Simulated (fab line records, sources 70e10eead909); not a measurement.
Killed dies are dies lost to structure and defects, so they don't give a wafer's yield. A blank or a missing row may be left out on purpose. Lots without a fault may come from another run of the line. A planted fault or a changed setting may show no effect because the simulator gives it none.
Tool commonality check | flow nand_harc | 12 lots, 36 wafers sampled

WHY IT WAS OPENED
At NHARC_P_CONTACT_CD_MEAS_12 the reading cd_nm is flagged on 1 of 12 lots. Wafers without a fault read 90.1 nm, standard deviation 0.66.
Rule: a lot is flagged when every wafer of it that has a number lies more than 4 standard deviations from that mean, or none has a number. The other lots count as sound.

lot  | measured     | on        | cd_nm (nm), wafer by wafer | flag
L746 | day 5 17:53  | cd_sem-02 | 89.5 90.6 90.7             |
L751 | day 6 23:13  | cd_sem-01 | 84.1 83.0 84.4             | FLAGGED
L753 | day 7 13:53  | cd_sem-03 | 90.6 89.9 91.5             |
L759 | day 8 23:36  | cd_sem-01 | 89.7 90.3 91.4             |
L760 | day 9 11:50  | cd_sem-02 | 90.1 89.3 90.8             |
L762 | day 9 14:25  | cd_sem-02 | 90.6 90.5 90.1             |
L761 | day 9 14:41  | cd_sem-01 | 89.7 89.7 90.3             |
L764 | day 10 08:02 | cd_sem-03 | 90.5 89.1 89.8             |
L765 | day 10 12:53 | cd_sem-01 | 90.1 90.9 90.3             |
L766 | day 10 19:23 | cd_sem-03 | 89.6 89.8 90.1             |
L767 | day 10 20:05 | cd_sem-02 | 90.5 90.4 90.3             |
L768 | day 11 07:54 | cd_sem-01 | 89.8 90.3 91.0             |
The numbers of the flagged lots are 83.8 nm on average: -6.3 nm against the usual, or -9 standard deviations.

WHICH TOOL RAN EACH LOT
The record holds 2 process steps before the reading, out of a route of 1159 steps. In each cell: the tool, then ch and the chambers that the sampled wafers went through, then the start.
lot  | flag    | NHARC_P_GATE_RTA_82              | NHARC_P_CONTACT_EXPOSE_09
L746 |         | rtp_anneal-01 ch 0, day 5 15:47  | arfi_scanner-01 ch 0, day 5 17:45
L751 | FLAGGED | rtp_anneal-02 ch 0, day 6 21:16  | arfi_scanner-01 ch 0, day 6 23:04
L753 |         | rtp_anneal-02 ch 0, day 7 12:13  | arfi_scanner-01 ch 0, day 7 13:44
L759 |         | rtp_anneal-01 ch 0, day 8 21:47  | arfi_scanner-01 ch 0, day 8 23:28
L760 |         | rtp_anneal-01 ch 0, day 9 10:03  | arfi_scanner-02 ch 0, day 9 11:41
L762 |         | rtp_anneal-01 ch 0, day 9 12:38  | arfi_scanner-03 ch 0, day 9 14:17
L761 |         | rtp_anneal-01 ch 0, day 9 12:52  | arfi_scanner-02 ch 0, day 9 14:32
L764 |         | rtp_anneal-02 ch 0, day 10 06:15 | arfi_scanner-01 ch 0, day 10 07:53
L765 |         | rtp_anneal-02 ch 0, day 10 11:02 | arfi_scanner-03 ch 0, day 10 12:45
L766 |         | rtp_anneal-01 ch 0, day 10 17:36 | arfi_scanner-02 ch 0, day 10 19:14
L767 |         | rtp_anneal-01 ch 0, day 10 18:25 | arfi_scanner-02 ch 0, day 10 19:57
L768 |         | rtp_anneal-02 ch 0, day 11 06:08 | arfi_scanner-03 ch 0, day 11 07:46
What these steps do:
- NHARC_P_GATE_RTA_82: time 30 s.
- NHARC_P_CONTACT_EXPOSE_09: exposes mask P CA, target cd 90 nm.
- NHARC_P_CONTACT_CD_MEAS_12: target cd 90 nm.

FLAGGED OVER TOTAL, TOOL BY TOOL (the gauges that took the reading come last)
step                       | tool            | lots run | flagged | share of the flagged lots | sound lots run after its first flagged lot
NHARC_P_GATE_RTA_82        | rtp_anneal-01   | 7        | 0       | none                      | -
NHARC_P_GATE_RTA_82        | rtp_anneal-02   | 5        | 1       | all                       | 4 (L753,L764,L765,L768)
NHARC_P_CONTACT_EXPOSE_09  | arfi_scanner-01 | 5        | 1       | all                       | 3 (L753,L759,L764)
NHARC_P_CONTACT_EXPOSE_09  | arfi_scanner-02 | 4        | 0       | none                      | -
NHARC_P_CONTACT_EXPOSE_09  | arfi_scanner-03 | 3        | 0       | none                      | -
NHARC_P_CONTACT_CD_MEAS_12 | cd_sem-01       | 5        | 1       | all                       | 4 (L759,L761,L765,L768)
NHARC_P_CONTACT_CD_MEAS_12 | cd_sem-02       | 4        | 0       | none                      | -
NHARC_P_CONTACT_CD_MEAS_12 | cd_sem-03       | 3        | 0       | none                      | -

WHAT THE TABLE ALLOWS
3 rows of the table ran every flagged lot: rtp_anneal-02 at NHARC_P_GATE_RTA_82, arfi_scanner-01 at NHARC_P_CONTACT_EXPOSE_09, cd_sem-01 at NHARC_P_CONTACT_CD_MEAS_12.
- rtp_anneal-02 at NHARC_P_GATE_RTA_82: 1 of its 5 lots flagged. Sound lots ran on it after the first flagged one (L753, L764, L765, L768), which a lasting fault on the whole tool wouldn't allow.
- arfi_scanner-01 at NHARC_P_CONTACT_EXPOSE_09: 1 of its 5 lots flagged. Sound lots ran on it after the first flagged one (L753, L759, L764), which a lasting fault on the whole tool wouldn't allow.
- cd_sem-01 at NHARC_P_CONTACT_CD_MEAS_12: 1 of its 5 lots flagged. Sound lots ran on it after the first flagged one (L759, L761, L765, L768), which a lasting fault on the whole tool wouldn't allow.
No row of the table ran every flagged lot and no sound lot after the first.

WHAT THE SIMULATOR HAD PUT IN
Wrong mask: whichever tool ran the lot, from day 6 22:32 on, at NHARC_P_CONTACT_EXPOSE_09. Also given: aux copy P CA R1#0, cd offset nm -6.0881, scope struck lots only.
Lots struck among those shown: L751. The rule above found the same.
